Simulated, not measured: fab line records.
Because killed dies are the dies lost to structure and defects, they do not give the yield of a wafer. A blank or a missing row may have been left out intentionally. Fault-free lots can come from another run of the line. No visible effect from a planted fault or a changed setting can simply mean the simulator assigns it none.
fab line records	flow n5_finfet
record: lots: 7	wafers: 39
route steps=1938 shown BEOL_M9@1401 BEOL_M10@1512 BEOL_M12@1656 MIM_BOT_ETCH@1866
start_h: hours from the record's first day to the start of the lot's first wafer shown	wait_h: hours since the lot's step before	" unchanged from the row above	L1.1+2: one row covering several wafers at once	- no value present, or no start provided	* or withheld: withheld	< > ~ a bound
route shown NAME@n: a module of which the file shows steps, and the number in the route of the first	usual: mean and standard deviation over wafers with no fault	same: alike in all rows	chamber/n: place in a boat	sites: readings site by site	_std_site: standard deviation of those values	_edge_site: mean of outer sites minus mean of inner sites	radius_mm: for every site, how far away it sits from the centre of the wafer	mask NAME#n: copy n	behind: the tool/chamber that last shaped the wafer	hold: reason for holding the lot/hours on hold/outcome of the hold	device: the transistor (n, p or np) that didn't switch	end of line: the tests these same wafers got at the end of their route	for a step that has no rows: nothing shown but its recipe	killed: count of dies lost to structure and defects at first sort (not the wafer's yield)	map: dies across one wafer; x = killed, . = not, _ = none there
set.NAME: the setting as run; set.NAME@STEP: as run at that earlier step	model.NAME: the simulator's own value behind a step, which no gauge read
lots whose settings were changed on purpose; a table a step, a row a wafer
== steps ==
step: N5_BEOL_M9_ILD_DEP_00
recipe: material: SiCOH_lowk	target_thk_a: 3085.1	temp_c: 300	precursor: DEMS/porogen	pressure_torr: 5	rf_w: 500	time_s: 58
lot.wafer	tool	chamber	start_h	wait_h	set.target_thk_a	model.SiCOH_lowk_of_BEOL_M9_ILD_DEP_00.thk_nm
L075.1	pecvd-04	2	212.96	0.0	3085.1	296.8
L075.2	"	0	"	"	3085.1	304.4
L075.3	"	1	"	"	3085.1	297.8
L075.4	"	0	"	"	3085.1	308.6
L075.5	"	1	"	"	3085.1	302.8
L075.6	"	2	"	"	3085.1	305.8
L078.1	pecvd-04	0	247.50	0.0	3085.1	303.4
L078.2	"	2	"	"	4653	451.2
L078.3	"	1	"	"	4653	453.8
L078.4	"	2	"	"	4653	462.8
L078.5	"	0	"	"	3085.1	311.4
L078.6	"	1	"	"	3085.1	300
L084.1	pecvd-02	0	281.31	0.0	3085.1	308.6
L084.2	"	1	"	"	3085.1	306.2
L084.3	"	2	"	"	4075	414.2
L084.4	"	1	"	"	4075	411.8
L084.5	"	2	"	"	4075	415.6
L084.6	"	0	"	"	3085.1	310.6
L086.3	pecvd-04	1	289.17	0.0	3085.1	304.8
L086.4	"	1	"	"	3085.1	306.8
L086.6	"	2	"	"	3085.1	305.2
L088.1	pecvd-03	2	295.02	0.0	4220	420.8
L088.2	"	1	"	"	3085.1	302
L088.3	"	0	"	"	4220	422.6
L088.4	"	1	"	"	4220	425.4
L088.5	"	2	"	"	3085.1	312.6
L088.6	"	0	"	"	3085.1	313.2
L089.1	pecvd-02	0	313.06	0.0	3085.1	305
L089.2	"	2	"	"	3085.1	308
L089.3	"	1	"	"	1924	186.2
L089.4	"	2	"	"	3085.1	309.2
L089.5	"	0	"	"	1924	193
L089.6	"	1	"	"	1924	189.2
L093.1	pecvd-03	2	334.03	0.0	3085.1	308.4
L093.2	"	0	"	"	3975	398.2
L093.3	"	1	"	"	3085.1	306.2
L093.4	"	1	"	"	3975	401.8
L093.5	"	0	"	"	3975	407.2
L093.6	"	2	"	"	3085.1	315
step: N5_BEOL_M9_CURE_71
recipe: temp_c: 385	time_s: 240	ambient: He/Ar	material: SiCOH_lowk
lot.wafer	tool	chamber	start_h	wait_h	set.target_thk_a@BEOL_M9_ILD_DEP_00	model.SiCOH_lowk_of_BEOL_M9_ILD_DEP_00.thk_nm
L075.1	uv_cure-01	2	213.04	0.0	3085.1	257.8
L075.2	"	2	"	"	3085.1	264.4
L075.3	"	2	"	"	3085.1	258.6
L075.4	"	2	"	"	3085.1	268
L075.5	"	2	"	"	3085.1	262.8
L075.6	"	2	"	"	3085.1	265.6
L078.1	uv_cure-01	0	247.58	0.0	3085.1	263.4
L078.2	"	0	"	"	4653	395
L078.3	"	0	"	"	4653	397.4
L078.4	"	0	"	"	4653	405.6
L078.5	"	0	"	"	3085.1	270.4
L078.6	"	0	"	"	3085.1	260.4
L084.1	uv_cure-02	0	281.39	0.1	3085.1	268.2
L084.2	"	0	"	"	3085.1	265.8
L084.3	"	0	"	"	4075	362
L084.4	"	0	"	"	4075	359.8
L084.5	"	0	"	"	4075	363.2
L084.6	"	0	"	"	3085.1	269.8
L086.3	uv_cure-01	0	289.41	0.2	3085.1	264.8
L086.4	"	0	"	"	3085.1	266.4
L086.6	"	0	"	"	3085.1	265
L088.1	uv_cure-01	0	295.10	0.0	4220	368
L088.2	"	0	"	"	3085.1	262.2
L088.3	"	0	"	"	4220	369.4
L088.4	"	0	"	"	4220	372
L088.5	"	0	"	"	3085.1	271.6
L088.6	"	0	"	"	3085.1	272.2
L089.1	uv_cure-03	0	313.13	0.0	3085.1	264.8
L089.2	"	0	"	"	3085.1	267.6
L089.3	"	0	"	"	1924	160.6
L089.4	"	0	"	"	3085.1	268.6
L089.5	"	0	"	"	1924	166.6
L089.6	"	0	"	"	1924	163.4
L093.1	uv_cure-03	1	334.11	0.0	3085.1	268
L093.2	"	1	"	"	3975	347.6
L093.3	"	1	"	"	3085.1	265.8
L093.4	"	1	"	"	3975	351
L093.5	"	1	"	"	3975	355.8
L093.6	"	1	"	"	3085.1	273.8
step: N5_BEOL_M9_THK_MEAS_01
recipe: reads: SiCOH_lowk_of_BEOL_M9_ILD_DEP_00
usual: M9_ILD_THK: 267/4.1
lot.wafer	tool	chamber	start_h	wait_h	set.target_thk_a@BEOL_M9_ILD_DEP_00	M9_ILD_THK[nm]
L075.1	film_metro-02	-	214.03	0.8	3085.1	258
L075.2	"	-	"	"	3085.1	264
L075.3	"	-	"	"	3085.1	259
L075.4	"	-	"	"	3085.1	268
L075.5	"	-	"	"	3085.1	263
L075.6	"	-	"	"	3085.1	266
L078.1	film_metro-01	-	248.09	0.4	3085.1	263
L078.2	"	-	"	"	4653	395
L078.3	"	-	"	"	4653	397
L078.4	"	-	"	"	4653	406
L078.5	"	-	"	"	3085.1	271
L078.6	"	-	"	"	3085.1	260
L084.1	film_metro-02	-	281.91	0.4	3085.1	268
L084.2	"	-	"	"	3085.1	266
L084.3	"	-	"	"	4075	362
L084.4	"	-	"	"	4075	360
L084.5	"	-	"	"	4075	363
L084.6	"	-	"	"	3085.1	270
L086.3	film_metro-02	-	289.78	0.3	3085.1	265
L086.4	"	-	"	"	3085.1	266
L086.6	"	-	"	"	3085.1	265
L088.1	film_metro-01	-	295.61	0.4	4220	368
L088.2	"	-	"	"	3085.1	262
L088.3	"	-	"	"	4220	369
L088.4	"	-	"	"	4220	372
L088.5	"	-	"	"	3085.1	272
L088.6	"	-	"	"	3085.1	272
L089.1	film_metro-01	-	313.65	0.4	3085.1	265
L089.2	"	-	"	"	3085.1	268
L089.3	"	-	"	"	1924	161
L089.4	"	-	"	"	3085.1	269
L089.5	"	-	"	"	1924	167
L089.6	"	-	"	"	1924	163
L093.1	film_metro-02	-	334.62	0.4	3085.1	268
L093.2	"	-	"	"	3975	348
L093.3	"	-	"	"	3085.1	266
L093.4	"	-	"	"	3975	351
L093.5	"	-	"	"	3975	356
L093.6	"	-	"	"	3085.1	274
step: N5_BEOL_M10_TRENCH_ETCH_37
recipe: chemistry: C4F6/O2	target_depth_a: 1488.3	target: SiCOH_lowk	time_s: 48	ion_energy_ev: 250	pressure_mtorr: 30	source_w: 345	bias_w: 185	Ar_flow_sccm: 300	C4F6_flow_sccm: 10	O2_flow_sccm: 10
lot.wafer	tool	chamber	start_h	wait_h	set.target_depth_a	model.BEOL_M10.feature_depth_nm	model.etch.depth_nm	model.TiN_of_BEOL_M10_HM_DEP_02.thk_nm
L075.1	rie_diel-01	3	-	-	1488.3	151.8	151.9	15.8
L075.2	"	0	"	"	1488.3	149.4	149.3	15.6
L075.3	"	2	"	"	1488.3	147.4	147.4	15.8
L075.4	"	3	"	"	1488.3	151	151	16.2
L075.5	"	2	"	"	1488.3	145.6	145.6	16.4
L075.6	"	0	"	"	1488.3	149	149	15.8
L078.1	rie_diel-06	2	-	-	1488.3	157.4	157.4	15.6
L078.2	"	1	"	"	2323	232.4	232.5	13.8
L078.3	"	3	"	"	2323	231.4	231.4	13.6
L078.4	"	0	"	"	1488.3	146.2	146.2	16.4
L078.5	"	0	"	"	1488.3	145	145	16
L078.6	"	3	"	"	2323	232.4	232.4	14
L084.1	rie_diel-06	1	-	-	2334	233.4	233.4	14
L084.2	"	0	"	"	2334	226.2	226.2	14
L084.3	"	2	"	"	2334	242.8	242.8	13
L084.4	"	3	"	"	1488.3	146.2	146.2	16
L084.5	"	0	"	"	1488.3	143.6	143.7	16.6
L084.6	"	1	"	"	1488.3	149.6	149.5	15.8
L086.3	rie_diel-01	3	-	-	1488.3	152.4	152.3	15.8
L086.4	"	1	"	"	1488.3	151.6	151.5	15.8
L086.6	"	1	"	"	1488.3	150.2	150.2	16
L088.1	rie_diel-01	0	-	-	1841	185.6	185.6	14.6
L088.2	"	3	"	"	1488.3	151.8	151.8	16.2
L088.3	"	1	"	"	1841	188	188.1	14.6
L088.4	"	2	"	"	1488.3	148.4	148.3	15.8
L088.5	"	1	"	"	1488.3	149.8	149.9	15.8
L088.6	"	0	"	"	1841	184.8	184.8	15.2
L089.1	rie_diel-01	2	-	-	1488.3	146.4	146.4	16.6
L089.2	"	1	"	"	1004	101.4	101.4	17.2
L089.3	"	0	"	"	1004	101.8	101.8	17.4
L089.4	"	3	"	"	1004	102	101.9	17.8
L089.5	"	3	"	"	1488.3	150.6	150.7	16
L089.6	"	2	"	"	1488.3	148	148.1	16.2
L093.1	rie_diel-04	1	-	-	1488.3	155.2	155.2	15.4
L093.2	"	2	"	"	1488.3	143.2	143.2	16.4
L093.3	"	3	"	"	1488.3	146	146	16
L093.4	"	0	"	"	1488.3	149	148.9	16
L093.5	"	2	"	"	1488.3	142.4	142.5	16.6
L093.6	"	1	"	"	1488.3	155.6	155.5	15.6
step: N5_BEOL_M10_ETCH_41
recipe: chemistry: CH3F/O2	target: SiCN	target_depth_a: 426	taper_deg: 2	time_s: 86	ion_energy_ev: 120	mask_material: TiN	pressure_mtorr: 30	source_w: 395	bias_w: 75	Ar_flow_sccm: 150	CH3F_flow_sccm: 30	O2_flow_sccm: 20
step: N5_BEOL_M10_STRIP_77
recipe: chemistry: N2/H2	time_s: 10	power_w: 450	temp_c: 40	pressure_mtorr: 20	rf_frequency_hz: 6e+07	bias_power_w: 7	n2_flow_sccm: 200	h2_flow_sccm: 200
step: N5_BEOL_M10_OCD_MEAS_38
usual: trench_depth_nm: 150/3.4
lot.wafer	tool	chamber	start_h	wait_h	set.target_depth_a@BEOL_M10_TRENCH_ETCH_37	trench_depth_nm
L075.1	ocd-01	-	230.56	-	1488.3	151
L075.2	"	-	"	"	1488.3	149
L075.3	"	-	"	"	1488.3	148
L075.4	"	-	"	"	1488.3	151
L075.5	"	-	"	"	1488.3	146
L075.6	"	-	"	"	1488.3	148
L078.1	ocd-02	-	258.77	-	1488.3	158
L078.2	"	-	"	"	2323	233
L078.3	"	-	"	"	2323	232
L078.4	"	-	"	"	1488.3	145
L078.5	"	-	"	"	1488.3	144
L078.6	"	-	"	"	2323	233
L084.1	ocd-02	-	294.38	-	2334	234
L084.2	"	-	"	"	2334	226
L084.3	"	-	"	"	2334	243
L084.4	"	-	"	"	1488.3	146
L084.5	"	-	"	"	1488.3	145
L084.6	"	-	"	"	1488.3	149
L086.3	ocd-01	-	301.02	-	1488.3	153
L086.4	"	-	"	"	1488.3	151
L086.6	"	-	"	"	1488.3	150
L088.1	ocd-01	-	309.99	-	1841	186
L088.2	"	-	"	"	1488.3	151
L088.3	"	-	"	"	1841	188
L088.4	"	-	"	"	1488.3	148
L088.5	"	-	"	"	1488.3	150
L088.6	"	-	"	"	1841	184
L089.1	ocd-01	-	328.81	-	1488.3	146
L089.2	"	-	"	"	1004	101
L089.3	"	-	"	"	1004	102
L089.4	"	-	"	"	1004	102
L089.5	"	-	"	"	1488.3	151
L089.6	"	-	"	"	1488.3	148
L093.1	ocd-01	-	346.66	-	1488.3	155
L093.2	"	-	"	"	1488.3	143
L093.3	"	-	"	"	1488.3	146
L093.4	"	-	"	"	1488.3	149
L093.5	"	-	"	"	1488.3	142
L093.6	"	-	"	"	1488.3	155
step: N5_BEOL_M10_HM_STRIP_39
recipe: chemistry: peroxide_tin_strip	material: TiN	target_depth_a: 250	temp_c: 50	time_s: 158
step: N5_BEOL_M10_SRD_40
recipe: time_s: 30	temp_c: 23	rinse_liquid: diw	dry: ipa_marangoni
step: N5_BEOL_M10_ECD_50
recipe: material: Cu	target_thk_a: 3180
step: N5_BEOL_M10_ANNEAL_51
recipe: temp_c: 225	time_s: 90	ambient: N2
step: N5_BEOL_M10_CMP_52
recipe: stop_on: SiCOH_lowk	t_overpolish_s: 7	down_force_psi: 1	platen_rpm: 50	clearing_platen_down_force_psi: 1.5	clearing_platen_rpm: 50	post_cmp_clean: cu_alkaline	target_thk_nm: 140	clearing_platen_pad_velocity_m_s: 0.99484	pad_velocity_m_s: 0.99484
lot.wafer	tool	chamber	start_h	wait_h	set.target_depth_a@BEOL_M10_TRENCH_ETCH_37	model.Cu_of_BEOL_M10_ECD_50.thk_nm
L075.1	cmp-03	0	232.46	0.3	1488.3	145.8
L075.4	"	1	"	"	1488.3	145.4
L075.3	"	2	"	"	1488.3	141.4
L075.2	"	3	"	"	1488.3	142.6
L075.5	"	0	"	"	1488.3	139
L075.6	"	1	"	"	1488.3	142.4
L078.2	cmp-01	1	262.31	0.3	2323	223.2
L078.3	"	2	"	"	2323	222.8
L078.1	"	3	"	"	1488.3	147.2
L078.4	"	0	"	"	1488.3	136.2
L078.5	"	1	"	"	1488.3	135
L078.6	"	2	"	"	2323	222.4
L084.1	cmp-01	0	297.04	0.3	2334	225
L084.3	"	1	"	"	2334	231.8
L084.2	"	2	"	"	2334	216.4
L084.4	"	3	"	"	1488.3	135.2
L084.6	"	0	"	"	1488.3	139.4
L084.5	"	1	"	"	1488.3	132
L086.3	cmp-01	3	303.73	0.3	1488.3	142
L086.4	"	2	"	"	1488.3	142.8
L086.6	"	0	"	"	1488.3	140
L088.4	cmp-01	0	312.84	0.1	1488.3	139.6
L088.3	"	1	"	"	1841	178.4
L088.2	"	2	"	"	1488.3	145.4
L088.1	"	3	"	"	1841	175.4
L088.5	"	0	"	"	1488.3	142
L088.6	"	1	"	"	1841	174.2
L089.4	cmp-01	1	331.56	0.1	1004	92.4
L089.2	"	2	"	"	1004	94
L089.3	"	3	"	"	1004	91.6
L089.1	"	0	"	"	1488.3	137.6
L089.6	"	1	"	"	1488.3	138.6
L089.5	"	2	"	"	1488.3	141.2
L093.1	cmp-01	2	350.19	0.3	1488.3	147.8
L093.4	"	3	"	"	1488.3	139.6
L093.3	"	0	"	"	1488.3	136.6
L093.2	"	1	"	"	1488.3	133.4
L093.5	"	2	"	"	1488.3	134.6
L093.6	"	3	"	"	1488.3	146.2
step: N5_BEOL_M10_THK_MEAS_53
recipe: thk_meas_gauge: xrf	reads: Cu_of_BEOL_M10_ECD_50
usual: M10_THK: 143/3.7
lot.wafer	tool	chamber	start_h	wait_h	set.target_depth_a@BEOL_M10_TRENCH_ETCH_37	M10_THK[nm]
L075.1	film_metro-02	-	232.76	-	1488.3	148
L075.2	"	-	"	"	1488.3	144
L075.3	"	-	"	"	1488.3	143
L075.4	"	-	"	"	1488.3	148
L075.5	"	-	"	"	1488.3	141
L075.6	"	-	"	"	1488.3	145
L078.1	film_metro-02	-	262.61	-	1488.3	150
L078.2	"	-	"	"	2323	227
L078.3	"	-	"	"	2323	227
L078.4	"	-	"	"	1488.3	138
L078.5	"	-	"	"	1488.3	137
L078.6	"	-	"	"	2323	227
L084.1	film_metro-02	-	297.33	-	2334	228
L084.2	"	-	"	"	2334	218
L084.3	"	-	"	"	2334	235
L084.4	"	-	"	"	1488.3	137
L084.5	"	-	"	"	1488.3	134
L084.6	"	-	"	"	1488.3	141
L086.3	film_metro-01	-	304.02	-	1488.3	144
L086.4	"	-	"	"	1488.3	144
L086.6	"	-	"	"	1488.3	141
L088.1	film_metro-02	-	313.13	-	1841	178
L088.2	"	-	"	"	1488.3	147
L088.3	"	-	"	"	1841	181
L088.4	"	-	"	"	1488.3	142
L088.5	"	-	"	"	1488.3	144
L088.6	"	-	"	"	1841	177
L089.1	film_metro-01	-	331.85	-	1488.3	140
L089.2	"	-	"	"	1004	95
L089.3	"	-	"	"	1004	92
L089.4	"	-	"	"	1004	93
L089.5	"	-	"	"	1488.3	143
L089.6	"	-	"	"	1488.3	140
L093.1	film_metro-02	-	350.48	-	1488.3	149
L093.2	"	-	"	"	1488.3	134
L093.3	"	-	"	"	1488.3	138
L093.4	"	-	"	"	1488.3	141
L093.5	"	-	"	"	1488.3	135
L093.6	"	-	"	"	1488.3	147
step: N5_BEOL_M10_PRE_CLEAN_55
recipe: gas: NH3	time_s: 15	temp_c: withheld	rf_power_w: 300
step: N5_BEOL_M10_DEP_56
recipe: material: SiCN	target_thk_a: 150	temp_c: withheld	precursor: 3MS/NH3	pressure_torr: 3	rf_w: 202	time_s: 26.5
step: N5_BEOL_M10_RS_MEAS_57
recipe: thk_meas_gauge: four-point-probe	reads: Cu_of_BEOL_M10_ECD_50+Co_of_BEOL_M10_CVD_75+TaN_of_BEOL_M10_ALD_74
usual: M10_RS: 0.150/0.0042
lot.wafer	tool	chamber	start_h	wait_h	set.target_depth_a@BEOL_M10_TRENCH_ETCH_37	M10_RS[ohm/sq]
L075.1	film_metro-02	-	232.91	0.1	1488.3	0.144
L075.2	"	-	"	"	1488.3	0.148
L075.3	"	-	"	"	1488.3	0.150
L075.4	"	-	"	"	1488.3	0.145
L075.5	"	-	"	"	1488.3	0.152
L075.6	"	-	"	"	1488.3	0.148
L078.1	film_metro-01	-	262.74	0.1	1488.3	0.143
L078.2	"	-	"	"	2323	0.091
L078.3	"	-	"	"	2323	0.091
L078.4	"	-	"	"	1488.3	0.155
L078.5	"	-	"	"	1488.3	0.157
L078.6	"	-	"	"	2323	0.091
L084.1	film_metro-02	-	297.47	0.1	2334	0.090
L084.2	"	-	"	"	2334	0.094
L084.3	"	-	"	"	2334	0.087
L084.4	"	-	"	"	1488.3	0.157
L084.5	"	-	"	"	1488.3	0.161
L084.6	"	-	"	"	1488.3	0.152
L086.3	film_metro-01	-	304.18	0.1	1488.3	0.149
L086.4	"	-	"	"	1488.3	0.148
L086.6	"	-	"	"	1488.3	0.151
L088.1	film_metro-02	-	313.27	0.1	1841	0.118
L088.2	"	-	"	"	1488.3	0.144
L088.3	"	-	"	"	1841	0.116
L088.4	"	-	"	"	1488.3	0.151
L088.5	"	-	"	"	1488.3	0.148
L088.6	"	-	"	"	1841	0.119
L089.1	film_metro-02	-	331.99	0.1	1488.3	0.154
L089.2	"	-	"	"	1004	0.236
L089.3	"	-	"	"	1004	0.243
L089.4	"	-	"	"	1004	0.240
L089.5	"	-	"	"	1488.3	0.149
L089.6	"	-	"	"	1488.3	0.152
L093.1	film_metro-02	-	350.62	0.1	1488.3	0.142
L093.2	"	-	"	"	1488.3	0.159
L093.3	"	-	"	"	1488.3	0.155
L093.4	"	-	"	"	1488.3	0.151
L093.5	"	-	"	"	1488.3	0.157
L093.6	"	-	"	"	1488.3	0.144
step: N5_BEOL_M12_DEP_53
recipe: material: SiCN	target_thk_a: 300	temp_c: withheld	precursor: 3MS/NH3	pressure_torr: 3	rf_w: 675	time_s: 10.5
lot.wafer	tool	chamber	start_h	wait_h	set.target_thk_a	model.SiCN_of_BEOL_M12_DEP_53.thk_nm
L075.1+3	pecvd-04	1,0	246.69	0.0	351.2	34.6
L075.2	"	2	"	"	300	30.4
L075.4+5	"	1,0	"	"	300	29.8
L075.6	"	2	"	"	351.2	35.8
L078.1	pecvd-04	0	276.06	0.0	200.5	20
L078.2	"	1	"	"	200.5	19.6
L078.3	"	2	"	"	300	30.4
L078.4	"	0	"	"	300	30
L078.5	"	2	"	"	200.5	20.6
L078.6	"	1	"	"	300	29.8
L084.1	pecvd-04	1	308.37	0.0	300	30
L084.2	"	2	"	"	352.1	35.8
L084.3	"	0	"	"	300	29.6
L084.4	"	0	"	"	352.1	35.6
L084.5	"	2	"	"	352.1	36.4
L084.6	"	1	"	"	300	30.4
L086.3	pecvd-04	2	317.09	0.0	300	30.6
L086.4	"	1	"	"	300	30
L086.6	"	0	"	"	300	30.4
L088.1	pecvd-03	1	332.53	0.0	300	30
L088.2	"	0	"	"	226.6	22.2
L088.3	"	2	"	"	226.6	22.6
L088.4	"	2	"	"	226.6	23
L088.5+6	"	0,1	"	"	300	30.4
L089.1	pecvd-01	2	347.33	0.0	350.9	35.6
L089.2	"	1	"	"	300	29.6
L089.3	"	0	"	"	300	30.2
L089.4+5	"	0,2	"	"	350.9	35.8
L089.6	"	1	"	"	300	29.8
L093.1+3	pecvd-04	1,2	364.05	0.0	172.1	17.6
L093.2+5	"	0	"	"	300	30.2
L093.4	"	1	"	"	172.1	17.4
L093.6	"	2	"	"	300	31
step: N5_MIM_BOT_ETCH_ETCH_04
recipe: chemistry: CF4/O2	target: SiNx	target_depth_a: 260	time_s: 13	ion_energy_ev: 100	pressure_mtorr: 40	source_w: 535	bias_w: 49	Ar_flow_sccm: 100	cf4_flow_sccm: 100	O2_flow_sccm: 10
lot.wafer	tool	chamber	start_h	wait_h	set.time_s	model.etch.depth_nm
L075.1	rie_diel-01	2	271.44	0.0	19.89	39.67
L075.2	"	1	"	"	13	26.37
L075.3	"	0	"	"	13	26.19
L075.4	"	3	"	"	13	26.64
L075.5	"	2	"	"	19.89	39.52
L075.6	"	1	"	"	19.89	40.73
L078.1	rie_diel-01	2	299.13	0.0	13	26.18
L078.2	"	0	"	"	13	26.06
L078.3	"	3	"	"	15.13	31.43
L078.4	"	1	"	"	15.13	31.18
L078.5	"	0	"	"	15.13	30.47
L078.6	"	1	"	"	13	26.64
L084.1	rie_diel-01	1	331.08	0.0	13	26.37
L084.2	"	2	"	"	14.99	29.79
L084.3	"	3	"	"	13	26.42
L084.4	"	0	"	"	14.99	29.95
L084.5	"	1	"	"	13	26
L084.6	"	0	"	"	14.99	30.34
L086.3	rie_diel-04	1	346.83	0.0	13	26.81
L086.4	"	3	"	"	13	25.23
L086.6	"	3	"	"	13	25.27
L088.1	rie_diel-04	3	357.59	0.0	13	25.08
L088.2	"	1	"	"	20.6	42.14
L088.3	"	0	"	"	13	26
L088.4	"	1	"	"	20.6	41.94
L088.5	"	3	"	"	13	25.03
L088.6	"	0	"	"	20.6	41.09
L089.1	rie_diel-04	3	368.25	0.0	13	25.29
L089.2	"	2	"	"	13	26.42
L089.3	"	1	"	"	19.75	40.83
L089.4	"	0	"	"	19.75	39.72
L089.5	"	2	"	"	19.75	39.87
L089.6	"	3	"	"	13	25.44
L093.1	rie_diel-04	1	388.09	0.0	13	26.58
L093.2	"	2	"	"	13	25.85
L093.3	"	3	"	"	13	25.33
L093.4	"	0	"	"	13	25.95
L093.5	"	3	"	"	13	25.43
L093.6	"	2	"	"	13	25.81
== key ==
split: step: N5_BEOL_M9_ILD_DEP_00	setting: target_thk_a	stated: 3085.1	by: wafer
response: step: N5_BEOL_M9_ILD_DEP_00	reading: model.SiCOH_lowk_of_BEOL_M9_ILD_DEP_00.thk_nm	change: +3.1	per: 1%	r: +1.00
response: step: N5_BEOL_M9_CURE_71	reading: model.SiCOH_lowk_of_BEOL_M9_ILD_DEP_00.thk_nm	change: +2.75	per: 1%	r: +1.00
response: step: N5_BEOL_M9_THK_MEAS_01	reading: M9_ILD_THK	change: +2.75	per: 1%	r: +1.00
split: step: N5_BEOL_M10_TRENCH_ETCH_37	setting: target_depth_a	stated: 1488.3	by: wafer
response: step: N5_BEOL_M10_TRENCH_ETCH_37	reading: model.BEOL_M10.feature_depth_nm	change: +1.5	per: 1%	r: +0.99
response: step: N5_BEOL_M10_TRENCH_ETCH_37	reading: model.etch.depth_nm	change: +1.5	per: 1%	r: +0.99
response: step: N5_BEOL_M10_TRENCH_ETCH_37	reading: model.TiN_of_BEOL_M10_HM_DEP_02.thk_nm	change: -0.0412	per: 1%	r: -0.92
response: step: N5_BEOL_M10_OCD_MEAS_38	reading: trench_depth_nm	change: +1.5	per: 1%	r: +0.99
response: step: N5_BEOL_M10_CMP_52	reading: model.Cu_of_BEOL_M10_ECD_50.thk_nm	change: +1.51	per: 1%	r: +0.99
response: step: N5_BEOL_M10_THK_MEAS_53	reading: M10_THK	change: +1.53	per: 1%	r: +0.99
response: step: N5_BEOL_M10_RS_MEAS_57	reading: M10_RS	shape: bent	at_lowest: 0.240	at_stated: 0.151	at_highest: 0.091
split: step: N5_BEOL_M12_DEP_53	setting: target_thk_a	stated: 300	by: wafer
response: step: N5_BEOL_M12_DEP_53	reading: model.SiCN_of_BEOL_M12_DEP_53.thk_nm	change: +0.309	per: 1%	r: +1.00
split: step: N5_MIM_BOT_ETCH_ETCH_04	setting: time_s	stated: 13	by: wafer
response: step: N5_MIM_BOT_ETCH_ETCH_04	reading: model.etch.depth_nm	change: +0.272	per: 1%	r: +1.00
